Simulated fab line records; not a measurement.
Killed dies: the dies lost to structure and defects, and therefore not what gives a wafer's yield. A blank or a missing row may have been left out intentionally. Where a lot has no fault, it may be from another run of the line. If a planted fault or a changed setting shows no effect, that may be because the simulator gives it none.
fab line records + flow nand-harc
record
- lots=11
- wafers=33
- last-day=34
route steps=1302 shown P_ZERO_WELL@11 P_GATE@145 END@1302
lots that met no fault: from a run of the same line without faults
start-h: the number of hours between the record's first day and the start of the first shown wafer of the lot + wait-h: hours since the lot's step before + " identical to the entry in the row above + L1.1+2: one row covering several wafers at once + - value missing, or start not given + * or withheld: withheld + < > ~ a bound
route shown NAME@n: names a module that has steps shown in the file, with the first one's number in the route + usual: average and standard deviation across the fault-free wafers + same: alike in all rows + chamber/n: place in a boat + sites: readings site by site + _std_site: how widely they spread, as a standard deviation + _edge_site: inner sites' mean taken away from outer sites' mean + radius-mm: for every site, how far away it sits from the centre of the wafer + mask NAME#n: copy n + behind: tool/chamber where the wafer was last shaped + hold: reason for holding the lot/hours on hold/outcome of the hold + device: which transistor (n, p or np) failed to switch + end of line: the tests these same wafers got at the end of their route + a step given without rows: its recipe and nothing more + killed: dies that structure and defects cost at the first sort, which is not the same as the wafer's yield + map: per-die view of a wafer (x killed, . not killed, _ where there is no die)
set.NAME: the setting the step ran with; set.NAME@STEP: the setting that earlier step ran with + model.NAME: the simulator's own value behind a step, which no gauge read
route steps across a sampled set of lots; one table per step, one row per wafer
services: a tool's chamber out of use, with start hour (start-h, from the record's first day; less than 0 if before it), hours out, and reason
## steps
# step NHARC_P_ZERO_WELL_EXPOSE_08
# recipe
- na=0.55
- target-cd-nm=500
- dose-mj=33.8
- mask-id=P_ZERO
# usual
- exposure-dose-mJ-cm2=33.76/0.039
| lot.wafer | tool           | chamber | start-h | wait-h | mask     | exposure-dose-mJ-cm2 |
|-----------|----------------|---------|---------|--------|----------|----------------------|
| L743.1    | krf-scanner-01 | 0       | 31.10   | -      | P_ZERO#0 | 33.81                |
| L743.2    | "              | 0       | "       | "      | P_ZERO#0 | 33.76                |
| L743.6    | "              | 0       | "       | "      | P_ZERO#0 | 33.80                |
| L744.3    | krf-scanner-02 | 0       | 41.10   | -      | P_ZERO#0 | 33.83                |
| L744.4    | "              | 0       | "       | "      | P_ZERO#0 | 33.80                |
| L744.5    | "              | 0       | "       | "      | P_ZERO#0 | 33.79                |
| L745.1    | krf-scanner-01 | 0       | 51.09   | -      | P_ZERO#0 | 33.79                |
| L745.2    | "              | 0       | "       | "      | P_ZERO#0 | 33.80                |
| L745.3    | "              | 0       | "       | "      | P_ZERO#0 | 33.80                |
| L746.1    | krf-scanner-01 | 0       | 60.96   | -      | P_ZERO#0 | 33.83                |
| L746.2    | "              | 0       | "       | "      | P_ZERO#0 | 33.83                |
| L746.6    | "              | 0       | "       | "      | P_ZERO#0 | 33.84                |
| L750.1    | krf-scanner-03 | 0       | 101.10  | -      | P_ZERO#0 | 33.77                |
| L750.3    | "              | 0       | "       | "      | P_ZERO#0 | 33.73                |
| L750.5    | "              | 0       | "       | "      | P_ZERO#0 | 33.72                |
| L751.1    | krf-scanner-01 | 0       | 111.08  | -      | P_ZERO#0 | 33.81                |
| L751.3    | "              | 0       | "       | "      | P_ZERO#0 | 33.72                |
| L751.6    | "              | 0       | "       | "      | P_ZERO#0 | 33.76                |
| L755.2    | krf-scanner-01 | 0       | 151.10  | -      | P_ZERO#0 | 33.78                |
| L755.5    | "              | 0       | "       | "      | P_ZERO#0 | 33.78                |
| L755.6    | "              | 0       | "       | "      | P_ZERO#0 | 33.79                |
| L757.1    | krf-scanner-01 | 0       | 171.09  | -      | P_ZERO#0 | 33.77                |
| L757.2    | "              | 0       | "       | "      | P_ZERO#0 | 33.79                |
| L757.3    | "              | 0       | "       | "      | P_ZERO#0 | 33.78                |
| L760.1    | krf-scanner-01 | 0       | 201.09  | -      | P_ZERO#0 | 24.75                |
| L760.3    | "              | 0       | "       | "      | P_ZERO#0 | 24.77                |
| L760.4    | "              | 0       | "       | "      | P_ZERO#0 | 24.80                |
| L763.1    | krf-scanner-01 | 0       | 231.08  | -      | P_ZERO#0 | 26.56                |
| L763.3    | "              | 0       | "       | "      | P_ZERO#0 | 26.55                |
| L763.5    | "              | 0       | "       | "      | P_ZERO#0 | 26.58                |
| L765.3    | krf-scanner-01 | 0       | 251.09  | -      | P_ZERO#0 | 27.99                |
| L765.4    | "              | 0       | "       | "      | P_ZERO#0 | 28.06                |
| L765.6    | "              | 0       | "       | "      | P_ZERO#0 | 28.01                |
# step NHARC_P_ZERO_WELL_CD_MEAS_11
# recipe
- target-cd-nm=500
- landing-energy-ev=500
# usual
- cd-nm=500.4/2
| lot.wafer | tool      | chamber | start-h | wait-h | hold                     | cd-nm |
|-----------|-----------|---------|---------|--------|--------------------------|-------|
| L743.1    | cd-sem-02 | 0       | 31.26   | -      | -                        | 499.5 |
| L743.2    | "         | 0       | "       | "      | -                        | 501.6 |
| L743.6    | "         | 0       | "       | "      | -                        | 501.0 |
| L744.3    | cd-sem-03 | 0       | 41.25   | -      | -                        | 498.9 |
| L744.4    | "         | 0       | "       | "      | -                        | 501.8 |
| L744.5    | "         | 0       | "       | "      | -                        | 501.2 |
| L745.1    | cd-sem-03 | 0       | 51.24   | -      | -                        | 496.8 |
| L745.2    | "         | 0       | "       | "      | -                        | 500.4 |
| L745.3    | "         | 0       | "       | "      | -                        | 500.0 |
| L746.1    | cd-sem-01 | 0       | 61.11   | -      | -                        | 499.8 |
| L746.2    | "         | 0       | "       | "      | -                        | 500.8 |
| L746.6    | "         | 0       | "       | "      | -                        | 501.1 |
| L750.1    | cd-sem-03 | 0       | 101.26  | -      | -                        | 501.5 |
| L750.3    | "         | 0       | "       | "      | -                        | 498.3 |
| L750.5    | "         | 0       | "       | "      | -                        | 500.8 |
| L751.1    | cd-sem-01 | 0       | 111.23  | -      | -                        | 502.4 |
| L751.3    | "         | 0       | "       | "      | -                        | 502.0 |
| L751.6    | "         | 0       | "       | "      | -                        | 500.3 |
| L755.2    | cd-sem-01 | 0       | 151.25  | -      | -                        | 498.9 |
| L755.5    | "         | 0       | "       | "      | -                        | 500.4 |
| L755.6    | "         | 0       | "       | "      | -                        | 503.6 |
| L757.1    | cd-sem-01 | 0       | 171.24  | -      | -                        | 500.7 |
| L757.2    | "         | 0       | "       | "      | -                        | 501.5 |
| L757.3    | "         | 0       | "       | "      | -                        | 498.8 |
| L760.1    | cd-sem-02 | 0       | 201.24  | -      | await-dispo/0.2h/release | 444.6 |
| L760.3    | "         | 0       | "       | "      | await-dispo/0.2h/release | 446.6 |
| L760.4    | "         | 0       | "       | "      | await-dispo/0.2h/release | 443.1 |
| L760.1    | cd-sem-02 | 0       | -       | -      | -                        | 444.9 |
| L760.3    | "         | 0       | "       | "      | -                        | 446.8 |
| L760.4    | "         | 0       | "       | "      | -                        | 443.1 |
| L763.1    | cd-sem-02 | 0       | 231.23  | -      | await-dispo/0.2h/release | 456.3 |
| L763.3    | "         | 0       | "       | "      | await-dispo/0.2h/release | 456.7 |
| L763.5    | "         | 0       | "       | "      | await-dispo/0.2h/release | 455.7 |
| L763.1    | cd-sem-02 | 0       | -       | -      | -                        | 456.4 |
| L763.3    | "         | 0       | "       | "      | -                        | 456.9 |
| L763.5    | "         | 0       | "       | "      | -                        | 455.4 |
| L765.3    | cd-sem-01 | 0       | 251.24  | -      | await-dispo/0.2h/release | 465.8 |
| L765.4    | "         | 0       | "       | "      | await-dispo/0.2h/release | 466.4 |
| L765.6    | "         | 0       | "       | "      | await-dispo/0.2h/release | 468.7 |
| L765.3    | cd-sem-01 | 0       | -       | -      | -                        | 465.5 |
| L765.4    | "         | 0       | "       | "      | -                        | 466.8 |
| L765.6    | "         | 0       | "       | "      | -                        | 468.6 |
# step NHARC_P_ZERO_WELL_DESCUM_26
# recipe
- time-s=3
- o2-flow-sccm=200
- ar-flow-sccm=0
- bias-power-w=0
- chemistry=O2
# usual
- drypump-motor-current-A=5.9/0.37
- mfc-ar-sccm=0.011/0.012
- o2-flow-sccm=200.0/0.57
- oes-product-au=1.005/0.0091
- rf-vpp-V=57.6/0.98
- showerhead-plenum-p-Torr=1.87/0.094
- throttle-valve-pct=11.312/0.0089
| lot.wafer | tool        | chamber | start-h | wait-h | drypump-motor-current-A | mfc-ar-sccm | o2-flow-sccm | oes-product-au | rf-hours-counter-h | rf-vpp-V | showerhead-plenum-p-Torr | throttle-valve-pct |
|-----------|-------------|---------|---------|--------|-------------------------|-------------|--------------|----------------|--------------------|----------|--------------------------|--------------------|
| L743.2    | rie-diel-13 | 3       | 32.89   | -      | 5.9                     | 0           | 199.6        | 1.005          | 9                  | 58.6     | 1.82                     | 11.314             |
| L743.1    | "           | 0       | "       | "      | 5.6                     | 0           | 199.3        | 1.007          | 12                 | 57.8     | 1.84                     | 11.307             |
| L743.6    | "           | 2       | "       | "      | 5.7                     | 0.007       | 201.2        | 0.994          | -                  | 57.0     | 1.79                     | 11.314             |
| L744.4    | rie-diel-08 | 2       | 42.78   | -      | 6.0                     | 0.017       | 199.4        | 1.011          | 7                  | 56.7     | 1.80                     | 11.323             |
| L744.3    | "           | 0       | "       | "      | 5.9                     | 0.025       | 199.1        | 1.001          | 4                  | 58.3     | 1.91                     | 11.327             |
| L744.5    | "           | 1       | "       | "      | 6.3                     | 0           | 199.6        | 0.991          | -                  | 57.7     | 1.78                     | 11.318             |
| L745.1    | rie-diel-13 | 1       | 52.74   | -      | 6.6                     | 0.020       | 200.7        | 1.017          | 18                 | 57.4     | 2.07                     | 11.317             |
| L745.3    | "           | 2       | "       | "      | 5.7                     | 0.007       | 200.3        | 1.019          | 14                 | 56.1     | 1.78                     | 11.310             |
| L745.2    | "           | 0       | "       | "      | 5.6                     | 0           | 199.0        | 1.005          | 18                 | 58.0     | 1.84                     | 11.309             |
| L746.2    | rie-diel-05 | 3       | 62.55   | -      | 6.0                     | 0.029       | 199.6        | 1.028          | 0                  | 56.9     | 1.92                     | 11.309             |
| L746.1    | "           | 0       | "       | "      | 5.6                     | 0           | 199.6        | 1.003          | 0                  | 56.7     | 1.80                     | 11.312             |
| L746.6    | "           | 1       | "       | "      | 6.2                     | 0           | 199.7        | 1.003          | -                  | 56.9     | 1.79                     | 11.297             |
| L750.3    | rie-diel-08 | 1       | 102.75  | -      | 6.3                     | 0           | 200.3        | 0.997          | 28                 | 56.5     | 1.78                     | 11.289             |
| L750.1    | "           | 3       | "       | "      | 5.2                     | 0           | 200.2        | 1.010          | 27                 | 57.4     | 1.95                     | 11.315             |
| L750.5    | "           | 1       | "       | "      | 6.3                     | 0           | 200.5        | 1.004          | -                  | 58.6     | 1.78                     | 11.305             |
| L751.3    | rie-diel-13 | 2       | 112.74  | -      | 5.7                     | 0.007       | 200.4        | 1.014          | 31                 | 55.7     | 1.78                     | 11.318             |
| L751.1    | "           | 0       | "       | "      | 5.6                     | 0           | 200.1        | 1.006          | 35                 | 58.1     | 1.83                     | 11.289             |
| L751.6    | "           | 2       | "       | "      | 5.7                     | 0.007       | 199.7        | 1.001          | -                  | 56.2     | 1.78                     | 11.320             |
| L755.2    | rie-diel-08 | 2       | 152.80  | -      | 5.9                     | 0.017       | 201.0        | 1.016          | 42                 | 57.6     | 1.79                     | 11.318             |
| L755.5    | "           | 2       | "       | "      | 6.0                     | 0.017       | 199.5        | 1.010          | -                  | 56.7     | 1.79                     | 11.321             |
| L755.6    | "           | 3       | "       | "      | 5.2                     | 0           | 200.0        | 1.005          | -                  | 59.4     | 1.95                     | 11.300             |
| L757.1    | rie-diel-08 | 2       | 173.17  | -      | 6.0                     | 0.017       | 200.0        | 1.001          | 46                 | 57.4     | 1.79                     | 11.304             |
| L757.3    | "           | 0       | "       | "      | 5.9                     | 0.025       | 199.8        | 1.023          | 46                 | 57.8     | 1.90                     | 11.314             |
| L757.2    | "           | 1       | "       | "      | 6.3                     | 0           | 200.1        | 1.003          | 48                 | 57.5     | 1.77                     | 11.315             |
| L760.1    | rie-diel-08 | 1       | 206.19  | -      | 6.3                     | 0           | 200.0        | 1.001          | 1                  | 59.0     | 2.08                     | 11.301             |
| L760.4    | "           | 2       | "       | "      | 6.0                     | 0.017       | 200.3        | 0.999          | 1                  | 57.0     | 1.79                     | 11.329             |
| L760.3    | "           | 0       | "       | "      | 5.9                     | 0.025       | 200.4        | 0.999          | 1                  | 59.1     | 1.90                     | 11.310             |
| L763.3    | rie-diel-13 | 2       | 236.23  | -      | 5.7                     | 0.007       | 199.8        | 0.995          | 21                 | 57.5     | 2.07                     | 11.305             |
| L763.1    | "           | 0       | "       | "      | 5.6                     | 0           | 200.1        | 1.000          | 23                 | 57.9     | 1.82                     | 11.317             |
| L763.5    | "           | 1       | "       | "      | 6.6                     | 0.020       | 200.2        | 1.020          | -                  | 59.8     | 2.05                     | 11.310             |
| L765.3    | rie-diel-08 | 1       | 260.74  | -      | 6.3                     | 0           | 199.4        | 1.002          | 12                 | 58.8     | 2.07                     | 11.316             |
| L765.4    | "           | 2       | "       | "      | 6.0                     | 0.017       | 199.6        | 1.008          | 22                 | 56.5     | 1.78                     | 11.322             |
| L765.6    | "           | 0       | "       | "      | 5.9                     | 0.025       | 199.4        | 1.002          | -                  | 58.0     | 1.89                     | 11.316             |
# step NHARC_P_ZERO_WELL_CD_MEAS_52
# recipe
- target-cd-nm=2000
- landing-energy-ev=500
# usual
- cd-nm=1999.5/1.6
| lot.wafer | tool      | chamber | start-h | wait-h | cd-nm  |
|-----------|-----------|---------|---------|--------|--------|
| L743.1    | cd-sem-01 | 0       | 35.88   | -      | 1999.9 |
| L743.2    | "         | 0       | "       | "      | 1997.8 |
| L743.6    | "         | 0       | "       | "      | 2000.3 |
| L744.3    | cd-sem-01 | 0       | 45.87   | -      | 1998.7 |
| L744.4    | "         | 0       | "       | "      | 2000.7 |
| L744.5    | "         | 0       | "       | "      | 1999.8 |
| L745.1    | cd-sem-03 | 0       | 55.72   | -      | 1999.1 |
| L745.2    | "         | 0       | "       | "      | 2000.2 |
| L745.3    | "         | 0       | "       | "      | 2000.3 |
| L746.1    | cd-sem-02 | 0       | 65.56   | -      | 1997.1 |
| L746.2    | "         | 0       | "       | "      | 1998.5 |
| L746.6    | "         | 0       | "       | "      | 1997.3 |
| L750.1    | cd-sem-02 | 0       | 105.62  | -      | 1999.9 |
| L750.3    | "         | 0       | "       | "      | 2000.3 |
| L750.5    | "         | 0       | "       | "      | 2000.2 |
| L751.1    | cd-sem-03 | 0       | 115.78  | -      | 1997.7 |
| L751.3    | "         | 0       | "       | "      | 1995.6 |
| L751.6    | "         | 0       | "       | "      | 1999.1 |
| L755.2    | cd-sem-01 | 0       | 155.82  | -      | 1998.3 |
| L755.5    | "         | 0       | "       | "      | 1996.2 |
| L755.6    | "         | 0       | "       | "      | 1998.0 |
| L757.1    | cd-sem-03 | 0       | 176.30  | -      | 1998.7 |
| L757.2    | "         | 0       | "       | "      | 1998.2 |
| L757.3    | "         | 0       | "       | "      | 1998.7 |
| L760.1    | cd-sem-02 | 0       | 209.15  | -      | 1999.3 |
| L760.3    | "         | 0       | "       | "      | 1999.7 |
| L760.4    | "         | 0       | "       | "      | 1999.7 |
| L763.1    | cd-sem-02 | 0       | 240.69  | -      | 1998.1 |
| L763.3    | "         | 0       | "       | "      | 2000.9 |
| L763.5    | "         | 0       | "       | "      | 1998.8 |
| L765.3    | cd-sem-03 | 0       | 264.52  | -      | 1999.9 |
| L765.4    | "         | 0       | "       | "      | 2001.7 |
| L765.6    | "         | 0       | "       | "      | 2000.9 |
# step NHARC_P_GATE_ETCH_104
# recipe
- target-depth-a=600
- time-s=withheld
- cf4-flow-sccm=100
- chf3-flow-sccm=30
- ar-flow-sccm=0
- rf-w=500
- bias-w=200
- chemistry=CF4/CHF3
# usual
- drypump-motor-current-A=5.6/0.35
- mfc-ar-sccm=0.006/0.0096
- oes-product-au=0.949/0.024
- rf-vpp-V=372.3/2
- showerhead-plenum-p-Torr=1.63/0.059
- throttle-valve-pct=16.801/0.0085
| lot.wafer | tool        | chamber | start-h | wait-h | drypump-motor-current-A | mfc-ar-sccm | oes-product-au | rf-vpp-V | showerhead-plenum-p-Torr | throttle-valve-pct |
|-----------|-------------|---------|---------|--------|-------------------------|-------------|----------------|----------|--------------------------|--------------------|
| L743.1    | rie-diel-06 | 0       | 105.38  | 0.1    | 5.0                     | 0           | 0.973          | 371.1    | 1.63                     | 16.796             |
| L743.2    | "           | 2       | "       | "      | 5.5                     | 0           | 0.970          | 373.6    | 1.65                     | 16.796             |
| L743.6    | "           | 3       | "       | "      | 5.6                     | 0.002       | 0.967          | 374.8    | 1.68                     | 16.799             |
| L744.4    | rie-diel-06 | 2       | 117.19  | 0.1    | 5.5                     | 0           | 0.924          | 372.2    | 1.65                     | 16.795             |
| L744.3    | "           | 3       | "       | "      | 5.6                     | 0.002       | 0.928          | 373.7    | 1.68                     | 16.796             |
| L744.5    | "           | 0       | "       | "      | 5.0                     | 0           | 0.941          | 372.5    | 1.63                     | 16.797             |
| L745.1    | rie-diel-11 | 1       | 130.43  | 0.1    | 5.9                     | 0           | 0.937          | 373.1    | 1.66                     | 16.794             |
| L745.2    | "           | 2       | "       | "      | 5.1                     | 0.006       | 0.915          | 374.0    | 1.69                     | 16.814             |
| L745.3    | "           | 3       | "       | "      | 5.5                     | 0           | 0.931          | 368.4    | 1.53                     | 16.803             |
| L746.2    | rie-diel-03 | 3       | 130.59  | 0.1    | 5.7                     | 0           | 0.912          | 375.1    | 1.69                     | 16.804             |
| L746.1    | "           | 1       | "       | "      | 5.4                     | 0.015       | 0.942          | 372.3    | 1.61                     | 16.800             |
| L746.6    | "           | 2       | "       | "      | 5.4                     | 0           | 0.916          | 370.2    | 1.54                     | 16.794             |
| L750.1    | rie-diel-03 | 1       | 179.18  | 0.1    | 5.4                     | 0.015       | 0.930          | 371.3    | 1.61                     | 16.812             |
| L750.3    | "           | 0       | "       | "      | 6.4                     | 0.016       | 0.963          | 369.2    | 1.52                     | 16.801             |
| L750.5    | "           | 1       | "       | "      | 5.4                     | 0.015       | 0.937          | 372.8    | 1.61                     | 16.802             |
| L751.1    | rie-diel-03 | 1       | 183.69  | 0.1    | 5.4                     | 0.015       | 0.970          | 371.8    | 1.61                     | 16.805             |
| L751.3    | "           | 3       | "       | "      | 5.7                     | 0           | 0.963          | 372.7    | 1.69                     | 16.804             |
| L751.6    | "           | 1       | "       | "      | 5.4                     | 0.015       | 0.978          | 371.6    | 1.61                     | 16.805             |
| L755.2    | rie-diel-06 | 2       | 244.16  | 0.1    | 5.4                     | 0           | 0.916          | 372.1    | 1.65                     | 16.791             |
| L755.6    | "           | 2       | "       | "      | 5.5                     | 0           | 0.920          | 372.7    | 1.65                     | 16.789             |
| L755.5    | "           | 3       | "       | "      | 5.6                     | 0.002       | 0.931          | 373.8    | 1.68                     | 16.786             |
| L757.1    | rie-diel-06 | 1       | 244.67  | 0.1    | 6.0                     | 0.028       | 0.960          | 373.5    | 1.67                     | 16.799             |
| L757.2    | "           | 2       | "       | "      | 5.4                     | 0           | 0.975          | 373.1    | 1.65                     | 16.786             |
| L757.3    | "           | 3       | "       | "      | 5.6                     | 0.002       | 0.978          | 374.7    | 1.68                     | 16.806             |
| L760.4    | rie-diel-06 | 3       | 285.12  | 0.1    | 5.6                     | 0.002       | 0.965          | 374.6    | 1.67                     | 16.789             |
| L760.1    | "           | 0       | "       | "      | 5.1                     | 0           | 0.986          | 371.3    | 1.63                     | 16.792             |
| L760.3    | "           | 1       | "       | "      | 6.1                     | 0.028       | 0.960          | 374.3    | 1.67                     | 16.804             |
| L763.3    | rie-diel-11 | 2       | 312.45  | 0.1    | 5.1                     | 0.006       | 0.949          | 374.0    | 1.68                     | 16.813             |
| L763.1    | "           | 0       | "       | "      | 5.8                     | 0           | 0.974          | 369.1    | 1.53                     | 16.789             |
| L763.5    | "           | 3       | "       | "      | 5.5                     | 0           | 0.983          | 369.9    | 1.53                     | 16.795             |
| L765.4    | rie-diel-03 | 3       | 329.93  | 0.1    | 5.7                     | 0           | 0.927          | 374.1    | 1.69                     | 16.810             |
| L765.3    | "           | 0       | "       | "      | 6.4                     | 0.016       | 0.931          | 368.7    | 1.51                     | 16.796             |
| L765.6    | "           | 2       | "       | "      | 5.5                     | 0           | 0.915          | 369.7    | 1.54                     | 16.779             |
# step NHARC_END_SORT_01
# recipe
- temp-c=25
# usual
- killed-at-array=49/19
- killed-at-other=0.9/1.1
- killed-at-periphery=4.0/2.7
- killed-dies=54/19
- killed-open=3.3/1.8
- killed-short=2.6/1.6
# same
- gross-dies=677
| lot.wafer | tool      | chamber | start-h | wait-h | killed-at-array | killed-at-other | killed-at-periphery | killed-dies | killed-open | killed-short |
|-----------|-----------|---------|---------|--------|-----------------|-----------------|---------------------|-------------|-------------|--------------|
| L760.1    | prober-01 | 0       | 747.35  | 2.5    | 58              | 0               | 25                  | 83          | 4           | 3            |
| L760.3    | prober-01 | 0       | 748.98  | 3.1    | 40              | 0               | 15                  | 55          | 5           | 0            |
| L760.4    | prober-01 | 0       | 749.79  | 3.4    | 52              | 1               | 19                  | 72          | 2           | 4            |
| L763.1    | prober-01 | 0       | 779.31  | 2.5    | 68              | 4               | 5                   | 77          | 4           | 1            |
| L763.3    | prober-01 | 0       | 780.92  | 3.1    | 57              | 2               | 7                   | 66          | 6           | 3            |
| L763.5    | prober-01 | 0       | 782.53  | 3.7    | 65              | 5               | 7                   | 77          | 1           | 3            |
| L765.3    | prober-01 | 0       | 805.83  | 3.1    | 37              | 1               | 2                   | 40          | 4           | 1            |
| L765.4    | prober-01 | 0       | 806.64  | 3.4    | 54              | 1               | 3                   | 58          | 6           | 2            |
| L765.6    | prober-01 | 0       | 808.25  | 4.0    | 53              | 2               | 2                   | 57          | 1           | 2            |
# killed by level:class
L760.1 A_CHANNEL_HOLE_D1:chamber-film-flake=31 P_ZERO_WELL:area-expose=15 A_CHANNEL_HOLE_D2:chamber-film-flake=5 A_STAIRCASE:chamber-film-flake=5 A_CONTACT:chamber-film-flake=5 P_CONTACT:chamber-film-flake=3 P_M2:chamber-film-flake=3 A_SLIT:chamber-film-flake=3
L760.3 A_CHANNEL_HOLE_D1:chamber-film-flake=15 P_ZERO_WELL:area-expose=7 A_SLIT:chamber-film-flake=6 A_CHANNEL_HOLE_D2:chamber-film-flake=4 A_BONDPAD:chamber-film-flake=4 A_WL_FILL:chamber-film-flake=3 P_ZERO_WELL:chamber-film-flake=2 P_GATE:chamber-film-flake=2
L760.4 A_CHANNEL_HOLE_D1:chamber-film-flake=33 P_ZERO_WELL:area-expose=17 A_WL_FILL:chamber-film-flake=4 A_CHANNEL_HOLE_D2:chamber-film-flake=3 A_CONTACT:chamber-film-flake=2 A_SOURCE_PLATE:geometric-particle:short=1 A_CHANNEL_FILL_D1:geometric-particle:short=1 A_CHANNEL_FILL_D2:geometric-particle:short=1
L763.1 A_SLIT:chamber-film-flake=38 A_CONTACT:chamber-film-flake=13 A_CHANNEL_HOLE_D1:chamber-film-flake=10 THIN_TSV:chamber-film-flake=3 P_GATE:chamber-film-flake=2 A_STAIRCASE:chamber-film-flake=2 P_ZERO_WELL:area-expose=2 A_ONON_D1:geometric-particle:open=1
L763.3 A_SLIT:chamber-film-flake=28 A_CHANNEL_HOLE_D1:chamber-film-flake=12 A_CONTACT:chamber-film-flake=5 P_ZERO_WELL:area-expose=3 A_M0:geometric-particle:open=2 P_GATE:chamber-film-flake=2 THIN_TSV:chamber-film-flake=2 P_M2:geometric-particle:open=1
L763.5 A_SLIT:chamber-film-flake=40 A_CHANNEL_HOLE_D1:chamber-film-flake=11 A_CONTACT:chamber-film-flake=7 THIN_TSV:chamber-film-flake=5 P_ZERO_WELL:area-expose=4 A_STAIRCASE:chamber-film-flake=3 P_GATE:chamber-film-flake=2 P_CONTACT:geometric-particle:short=1
L765.3 A_SLIT:chamber-film-flake=17 A_CONTACT:chamber-film-flake=10 A_M1:chamber-film-flake=3 A_CHANNEL_FILL_D1:chamber-film-flake=2 P_GATE:geometric-particle:open=1 P_CONTACT:geometric-particle:open=1 A_ONON_D1:geometric-particle:open=1 A_ONON_D1:geometric-particle:short=1
L765.4 A_SLIT:chamber-film-flake=36 A_CONTACT:chamber-film-flake=7 A_CHANNEL_HOLE_D2:chamber-film-flake=2 A_M1:chamber-film-flake=2 P_GATE:geometric-particle:open=1 P_CONTACT:geometric-particle:open=1 A_ONON_D1:geometric-particle:open=1 A_CHANNEL_HOLE_D1:geometric-particle:open=1
L765.6 A_SLIT:chamber-film-flake=33 A_CONTACT:chamber-film-flake=13 A_CHANNEL_HOLE_D2:chamber-film-flake=2 A_M1:chamber-film-flake=2 THIN_TSV:chamber-film-flake=2 P_CONTACT:geometric-particle:open=1 A_SGD_CUT:geometric-particle:short=1 A_M0:geometric-particle:short=1
## services
| tool           | chamber | start-h | hours | kind   |
|----------------|---------|---------|-------|--------|
| rie-diel-08    | -       | 13.80   | 9.0   | pm     |
| rie-diel-03    | 2       | 18.72   | 25.9  | repair |
| rie-diel-06    | -       | 29.01   | 0.2   | repair |
| rie-diel-11    | -       | 78.50   | 9.0   | pm     |
| rie-diel-13    | 3       | 103.38  | 21.3  | repair |
| rie-diel-03    | -       | 104.31  | 9.0   | pm     |
| rie-diel-13    | -       | 123.81  | 2.3   | repair |
| rie-diel-06    | -       | 130.20  | 9.0   | pm     |
| krf-scanner-01 | -       | 140.02  | 4.0   | pm     |
| rie-diel-08    | -       | 143.67  | 0.3   | repair |
| rie-diel-11    | 2       | 147.25  | 22.2  | repair |
| rie-diel-03    | 1       | 155.32  | 20.9  | repair |
| rie-diel-13    | -       | 165.10  | 9.0   | pm     |
| rie-diel-06    | 0       | 172.58  | 21.5  | repair |
| rie-diel-08    | -       | 190.80  | 9.0   | pm     |
| rie-diel-06    | -       | 207.70  | 0.2   | repair |
| rie-diel-08    | 1       | 209.43  | 16.6  | repair |
| rie-diel-11    | -       | 212.22  | 1.4   | repair |
| rie-diel-03    | 2       | 219.51  | 15.7  | repair |
| rie-diel-03    | -       | 219.99  | 0.7   | repair |
| rie-diel-06    | 0       | 268.43  | 4.0   | repair |
| rie-diel-03    | -       | 281.31  | 9.0   | pm     |
| rie-diel-06    | -       | 307.20  | 9.0   | pm     |
| krf-scanner-01 | -       | 312.02  | 4.0   | pm     |
## key
first-sign
- step=NHARC_P_ZERO_WELL_EXPOSE_08
- reading=exposure-dose-mJ-cm2
- direction=down
- sigmas=99+
- usual=33.76
- struck=26.45
effect
- step=NHARC_P_ZERO_WELL_CD_MEAS_11
- reading=visit
- direction=added
- through=control-loop
effect
- step=NHARC_P_ZERO_WELL_CD_MEAS_11
- reading=cd-nm
- direction=down
- sigmas=22
- usual=500.4
- struck=456.0
- through=control-loop
effect
- step=NHARC_END_SORT_01
- reading=killed-at-periphery
- direction=up
- sigmas=2
- usual=4.0
- struck=9.4
- wafers-moved=3
met-at NHARC_P_ZERO_WELL_EXPOSE_08
struck-lots L760,L763,L765
tester-left-out L760,L763,L765
loop-trim
- step=NHARC_P_ZERO_WELL_EXPOSE_08
- setting=dose
- lots=L763,L765
not-acting-at NHARC_P_ZERO_WELL_DESCUM_26,NHARC_P_ZERO_WELL_CD_MEAS_52,NHARC_P_GATE_ETCH_104
onset-between 171.09 201.09
fault
- kind=process-parameter-drift
- tool=krf-scanner-01
- chamber=-
- onset-h=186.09
- steps=NHARC_P_ZERO_WELL_EXPOSE_08
- channel=dose-mj
- offset=-8.9702
- shape=step
- acts-in=these-recipes-only
- stated=33.8
# tester-left-out: of these lots the tester's yield and bins aren't shown, on N5 and GAA mostly nor the transistor test; their killed dies are dies lost to structure and defects alone, not to doping, threshold or leakage, so they don't give the yield
# loop-trim: a control loop set the setting to another value than it would have without faults
